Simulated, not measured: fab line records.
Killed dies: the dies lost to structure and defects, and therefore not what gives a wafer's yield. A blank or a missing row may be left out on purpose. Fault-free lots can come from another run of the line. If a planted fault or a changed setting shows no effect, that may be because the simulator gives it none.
fab line records    flow n5-finfet    part 2 of 2: steps 19 to 29 of 29
record: lots: 5  wafers: 15  last-day: 18
route steps=1938 shown BEOL_M5@1153
lots that met no fault: from a run of the same line without faults
start-h: hours from the record's first day to the start of the lot's first wafer shown    wait-h: time in hours since the lot's previous step    " the same as in the row above    L1.1+2: one row covering several wafers at once    - value missing, or start not given    * or withheld: withheld    < > ~ a bound
route shown NAME@n: names a module that has steps shown in the file, with the first one's number in the route    usual: mean/standard deviation taken from wafers without a fault    same: alike in all rows    chamber/n: place in a boat    sites: each site's reading    _std_site: their standard deviation    _edge_site: the outer-site mean with the inner-site mean subtracted    radius-mm: how far each site lies from the wafer's centre    mask NAME#n: copy n    behind: the last tool/chamber to shape the wafer    hold: why the lot was held/for how many hours/how that ended    device: the transistor (n, p or np) that didn't switch    end of line: at the end of the route, the tests of the same wafers    a step without rows: its recipe alone    killed: dies that structure and defects cost at the first sort, which is not the same as the wafer's yield    map: the dies of a wafer, with x for killed, . for not killed, _ for no die there
set.NAME: the setting as run; set.NAME@STEP: as run at that earlier step    model.NAME: the simulator's own value behind a step, which no gauge read
lots at some steps of the route; a table a step, a row a wafer
services: a tool's chamber out of use, with start hour (start-h, from the record's first day; less than 0 if before it), hours out, and reason
== steps ==
step: N5_BEOL_M5_PRE_CLEAN_45
recipe: gas: H2/He  time-s: 30  temp-c: 250
usual: heater-power-w: 326/29
same: time-s: 30
lot.wafer  tool            chamber  start-h  wait-h  heater-power-w
L079.2     pvd-sputter-01  -        227.16   0.0     279
L079.3     "               -        "        "       336
L079.5     "               -        "        "       282
L083.2     pvd-sputter-02  -        256.12   0.0     365
L083.3     "               -        "        "       310
L083.6     "               -        "        "       353
L088.1     pvd-sputter-01  -        289.27   0.0     324
L088.4     "               -        "        "       273
L088.6     "               -        "        "       334
L089.2     pvd-sputter-03  -        303.16   0.0     350
L089.5     "               -        "        "       315
L089.6     "               -        "        "       344
L090.1     pvd-sputter-02  -        307.78   0.0     311
L090.2     "               -        "        "       354
L090.3     "               -        "        "       316
step: N5_BEOL_M5_ALD_86
recipe: material: TaN  target-thk-a: *  temp-c: 275  ald-precursor-family: PDMAT  ald-co-reactant: NH3  pressure-torr: 3  carrier-flow-sccm: 1500  pulse-time-s: 2  purge-time-s: 3  co-reactant-purge-time-s: 2  co-reactant-pulse-time-s: 3  ald-cycles: 30  precursor-vessel-temp-c: 75  precursor-vessel-pressure-torr: 26.25  precursor-vessel-carrier-sccm: 1000
usual: heater-power-w: 423/65
same: ald-cycles: 30  pulse-time-s: 2
lot.wafer  tool          chamber  start-h  wait-h  heater-power-w
L079.2     ald-metal-01  2        227.45   0.3     462
L079.3     "             3        "        "       381
L079.5     "             1        "        "       549
L083.2     ald-metal-03  0        256.26   0.1     524
L083.3     "             3        "        "       384
L083.6     "             3        "        "       387
L088.1     ald-metal-01  1        289.39   0.1     566
L088.4     "             2        "        "       467
L088.6     "             3        "        "       385
L089.2     ald-metal-04  3        303.22   0.0     377
L089.5     "             1        "        "       437
L089.6     "             0        "        "       342
L090.1     ald-metal-03  2        307.85   0.1     345
L090.2     "             0        "        "       501
L090.3     "             1        "        "       409
step: N5_BEOL_M5_SURFACE_TREAT_87
recipe: gas: Ar  time-s: *  ion-energy-ev: *  ion-current-ma-cm2: 0.5  pressure-mtorr: *  ar-flow-sccm: 30
usual: throttle-valve-pct: *
same: time-s: *
lot.wafer  tool            chamber  start-h  wait-h  throttle-valve-pct
L079.2     pvd-sputter-02  -        229.05   1.5     *
L079.3     "               -        "        "       *
L079.5     "               -        "        "       *
L083.2     pvd-sputter-03  -        256.63   0.3     *
L083.3     "               -        "        "       *
L083.6     "               -        "        "       *
L088.1     pvd-sputter-01  -        289.67   0.2     *
L088.4     "               -        "        "       *
L088.6     "               -        "        "       *
L089.2     pvd-sputter-02  -        303.56   0.2     *
L089.5     "               -        "        "       *
L089.6     "               -        "        "       *
L090.1     pvd-sputter-02  -        308.10   0.1     *
L090.2     "               -        "        "       *
L090.3     "               -        "        "       *
step: N5_BEOL_M5_CVD_47
recipe: material: Co  target-thk-a: 30  temp-c: withheld  precursor: CCTBA/H2  pressure-torr: 30  time-s: 216
same: time-s: 216
lot.wafer   tool       chamber  start-h  wait-h
L079.2+3+5  cvd-co-01  2,1,1    229.15   0.1
L083.2+3+6  cvd-co-02  2,1,0    256.70   0.0
L088.1+4+6  cvd-co-02  0,1,0    289.73   0.0
L089.2+5+6  cvd-co-02  1,0,2    303.62   0.0
L090.1+2+3  cvd-co-02  1,2,0    308.18   0.1
step: N5_BEOL_M5_SPUTTER_48
recipe: material: Cu  target-thk-a: 150  temp-c: -20  chamber-pressure-pa: 0.07  power-w: withheld  time-s: 27.62
usual: throttle-valve-pct: 30.3/1.3
same: time-s: 27.62
lot.wafer  tool            chamber  start-h  wait-h  throttle-valve-pct
L079.2     pvd-sputter-03  -        229.36   0.1     29.4
L079.3     "               -        "        "       30.4
L079.5     "               -        "        "       30.9
L083.2     pvd-sputter-03  -        256.93   0.2     30.5
L083.3     "               -        "        "       29.1
L083.6     "               -        "        "       30.4
L088.1     pvd-sputter-02  -        289.93   0.1     28.5
L088.4     "               -        "        "       30.0
L088.6     "               -        "        "       28.1
L089.2     pvd-sputter-01  -        303.80   0.1     33.1
L089.5     "               -        "        "       31.6
L089.6     "               -        "        "       32.8
L090.1     pvd-sputter-01  -        308.39   0.1     32.9
L090.2     "               -        "        "       30.9
L090.3     "               -        "        "       31.7
step: N5_BEOL_M5_ANNEAL_49
recipe: temp-c: 400  time-s: 1800  ambient: vacuum
usual: heater-power-w: 818/70
same: time-s: 1800
lot.wafer  tool            chamber  start-h  wait-h  heater-power-w
L079.2     pvd-sputter-03  -        229.44   0.0     718
L079.3     "               -        "        "       897
L079.5     "               -        "        "       794
L083.2     pvd-sputter-03  -        257.01   0.0     880
L083.3     "               -        "        "       880
L083.6     "               -        "        "       869
L088.1     pvd-sputter-02  -        290.01   0.0     940
L088.4     "               -        "        "       772
L088.6     "               -        "        "       918
L089.2     pvd-sputter-01  -        303.88   0.0     822
L089.5     "               -        "        "       686
L089.6     "               -        "        "       811
L090.1     pvd-sputter-01  -        308.47   0.0     849
L090.2     "               -        "        "       866
L090.3     "               -        "        "       699
step: N5_BEOL_M5_SPUTTER_81
recipe: material: Cu  target-thk-a: 150  temp-c: -20  chamber-pressure-pa: 0.07  power-w: withheld  time-s: 27.62
usual: throttle-valve-pct: 30.3/1.3
same: time-s: 27.62
lot.wafer  tool            chamber  start-h  wait-h  throttle-valve-pct
L079.2     pvd-sputter-03  -        230.44   0.5     29.1
L079.3     "               -        "        "       30.2
L079.5     "               -        "        "       30.9
L083.2     pvd-sputter-03  -        258.02   0.5     30.1
L083.3     "               -        "        "       29.3
L083.6     "               -        "        "       30.3
L088.1     pvd-sputter-02  -        291.02   0.5     28.7
L088.4     "               -        "        "       30.0
L088.6     "               -        "        "       28.3
L089.2     pvd-sputter-01  -        304.89   0.5     33.3
L089.5     "               -        "        "       31.5
L089.6     "               -        "        "       33.1
L090.1     pvd-sputter-01  -        309.48   0.5     33.1
L090.2     "               -        "        "       30.7
L090.3     "               -        "        "       31.5
step: N5_BEOL_M5_ANNEAL_82
recipe: temp-c: 400  time-s: 1800  ambient: vacuum
usual: heater-power-w: 820/70
same: time-s: 1800
lot.wafer  tool            chamber  start-h  wait-h  heater-power-w
L079.2     pvd-sputter-03  -        230.52   0.0     732
L079.3     "               -        "        "       878
L079.5     "               -        "        "       786
L083.2     pvd-sputter-03  -        258.10   0.0     886
L083.3     "               -        "        "       874
L083.6     "               -        "        "       879
L088.1     pvd-sputter-02  -        291.10   0.0     933
L088.4     "               -        "        "       802
L088.6     "               -        "        "       940
L089.2     pvd-sputter-01  -        304.97   0.0     816
L089.5     "               -        "        "       690
L089.6     "               -        "        "       822
L090.1     pvd-sputter-01  -        309.56   0.0     832
L090.2     "               -        "        "       859
L090.3     "               -        "        "       699
step: N5_BEOL_M5_SPUTTER_83
recipe: material: Cu  target-thk-a: 150  temp-c: -20  chamber-pressure-pa: 0.07  power-w: withheld  time-s: 27.62
usual: throttle-valve-pct: 30.4/1.2
same: time-s: 27.62
lot.wafer  tool            chamber  start-h  wait-h  throttle-valve-pct
L079.2     pvd-sputter-03  -        231.53   0.5     29.0
L079.3     "               -        "        "       30.4
L079.5     "               -        "        "       30.9
L083.2     pvd-sputter-03  -        259.11   0.5     30.5
L083.3     "               -        "        "       29.1
L083.6     "               -        "        "       30.4
L088.1     pvd-sputter-02  -        292.11   0.5     28.3
L088.4     "               -        "        "       29.9
L088.6     "               -        "        "       28.4
L089.2     pvd-sputter-01  -        305.98   0.5     32.9
L089.5     "               -        "        "       31.8
L089.6     "               -        "        "       33.1
L090.1     pvd-sputter-01  -        310.56   0.5     33.2
L090.2     "               -        "        "       30.9
L090.3     "               -        "        "       31.4
step: N5_BEOL_M5_ANNEAL_84
recipe: temp-c: 400  time-s: 1800  ambient: vacuum
usual: heater-power-w: 816/70
same: time-s: 1800
lot.wafer  tool            chamber  start-h  wait-h  heater-power-w
L079.2     pvd-sputter-03  -        231.61   0.0     738
L079.3     "               -        "        "       856
L079.5     "               -        "        "       782
L083.2     pvd-sputter-03  -        259.19   0.0     870
L083.3     "               -        "        "       874
L083.6     "               -        "        "       882
L088.1     pvd-sputter-02  -        292.19   0.0     934
L088.4     "               -        "        "       788
L088.6     "               -        "        "       928
L089.2     pvd-sputter-01  -        306.06   0.0     808
L089.5     "               -        "        "       686
L089.6     "               -        "        "       824
L090.1     pvd-sputter-01  -        310.64   0.0     826
L090.2     "               -        "        "       867
L090.3     "               -        "        "       683
step: N5_BEOL_M5_SPUTTER_88
recipe: material: Cu  target-thk-a: 150  temp-c: -20  chamber-pressure-pa: 0.07  power-w: withheld  time-s: 27.62
usual: throttle-valve-pct: 30.3/1.3
same: time-s: 27.62
lot.wafer  tool            chamber  start-h  wait-h  throttle-valve-pct
L079.2     pvd-sputter-03  -        232.62   0.5     29.1
L079.3     "               -        "        "       30.0
L079.5     "               -        "        "       30.9
L083.2     pvd-sputter-03  -        260.19   0.5     30.5
L083.3     "               -        "        "       29.4
L083.6     "               -        "        "       30.1
L088.1     pvd-sputter-02  -        293.19   0.5     28.4
L088.4     "               -        "        "       30.0
L088.6     "               -        "        "       28.5
L089.2     pvd-sputter-01  -        307.06   0.5     32.8
L089.5     "               -        "        "       31.6
L089.6     "               -        "        "       32.8
L090.1     pvd-sputter-01  -        311.65   0.5     33.3
L090.2     "               -        "        "       30.8
L090.3     "               -        "        "       31.7
== services ==
tool            chamber  start-h  hours  kind
rie-diel-02     3        205.74   6.4    repair
rie-diel-02     0        207.35   34.2   repair
ald-metal-03    -        210.27   1.3    repair
cvd-co-01       -        219.89   0.2    repair
uv-cure-03      -        223.44   1.0    pm
rie-diel-05     3        225.33   -      clean
rie-diel-05     3        225.33   -      consumable-replace:focus-ring
ald-metal-04    2        227.97   5.6    repair
pvd-sputter-02  -        229.10   4.9    repair
ald-metal-04    3        236.81   5.7    repair
wet-bench-01    -        240.08   2.3    repair
wet-bench-04    -        246.73   4.4    pm
rie-diel-02     -        257.56   0.3    repair
rie-diel-05     2        260.27   5.0    repair
uv-cure-01      -        260.68   1.3    repair
pvd-sputter-01  -        264.67   2.1    repair
ald-metal-01    0        268.20   23.7   repair
rie-diel-02     0        271.01   5.8    repair
uv-cure-02      -        275.49   9.4    repair
ald-metal-01    3        283.16   4.9    repair
wet-bench-05    -        288.45   2.6    repair
cvd-co-02       -        293.87   0.9    repair
rie-diel-06     -        295.07   0.1    repair
wet-bench-05    -        307.59   1.9    pm
